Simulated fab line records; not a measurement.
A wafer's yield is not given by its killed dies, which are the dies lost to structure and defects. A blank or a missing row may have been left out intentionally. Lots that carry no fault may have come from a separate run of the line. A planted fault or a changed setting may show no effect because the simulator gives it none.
Code-filled problem report in 8D (eight disciplines) form | flow nand_harc | the parts of the form that need people (team, actions taken, sign-off) are left out

== 1. PROBLEM STATEMENT ==
At NHARC_END_SORT_01, killed_at_periphery averages 638.0 over 6 wafers from 2 lots, while fault-free wafers read 4.2, standard deviation 2.9. That is +99 or more standard deviations from the usual mean.
The first sign was on wafer L334.1 at day 34 00:18, on prober-02. At this step, 6 wafers from 2 lots have a number in the record. Rule for "out" (also "out of limits"): further than 4 standard deviations from the usual mean. The other wafers with a number count as sound.

== 2. WHAT IT IS AND WHAT IT IS NOT ==
question                    | is                               | is not
which readings at this step | killed_at_periphery, killed_dies | killed_at_array, killed_at_other, killed_short
which lots                  | L332, L334                       | -
which wafers of those lots  | all that have a number           | -
read on which gauges        | prober-01, prober-02             | -
when                        | from day 34 00:18                | up to then (0 sound wafers)

== 3. THE SUSPECTS, EACH WITH WHAT RULES IT OUT ==
Counting: a tool stays on the suspect list if, at a process step up to the reading, it processed all lots that are out and no sound lot following the first of them.
- the gauge at NHARC_END_SORT_01 has been ruled out. Those wafers that are out were read across 2 gauges (prober-01, prober-02).
- litho_track-05 at NHARC_P_GATE_DEVELOP_45 (time 70 s): kept. It ran every lot that is out, first L332 (day 14 09:00), and no sound lot after that.
The count leaves litho_track-05 at NHARC_P_GATE_DEVELOP_45.

== 4. THE CAUSE (what the simulator had put in) ==
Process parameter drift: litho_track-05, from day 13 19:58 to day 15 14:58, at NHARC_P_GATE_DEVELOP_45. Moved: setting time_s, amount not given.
The count eliminated every tool but this one.

== 5. SEQUENCE OF EFFECTS, ordered by route ==
Each row: a reading where the mean over the struck wafers with a number is more than 3 standard deviations away from the usual. Only readings for which the record gives a usual standard deviation are gone through. hours: the time from each lot's start at the first step in this table that gives one to its start at this step, as a median over the lots. sigmas: the change in usual standard deviations.
hours | step              | reading             | usual | on struck wafers | change | sigmas
0     | NHARC_END_SORT_01 | killed_at_periphery | 4.2   | 638.0            | +633.8 | +99 or more
0     | NHARC_END_SORT_01 | killed_dies         | 46    | 677              | +631   | +63

== 6. HOW IT WOULD HAVE BEEN CAUGHT EARLIER ==
The first out-of-limits reading at a measuring or inspecting step in this record came at day 34 00:18, 484 hours after the fault's start at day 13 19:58.
By day 34 00:18 the whole set of lots that are out, 2 in number, had already begun NHARC_P_GATE_DEVELOP_45 on litho_track-05. None of them would have been spared by holding the tool at that moment.
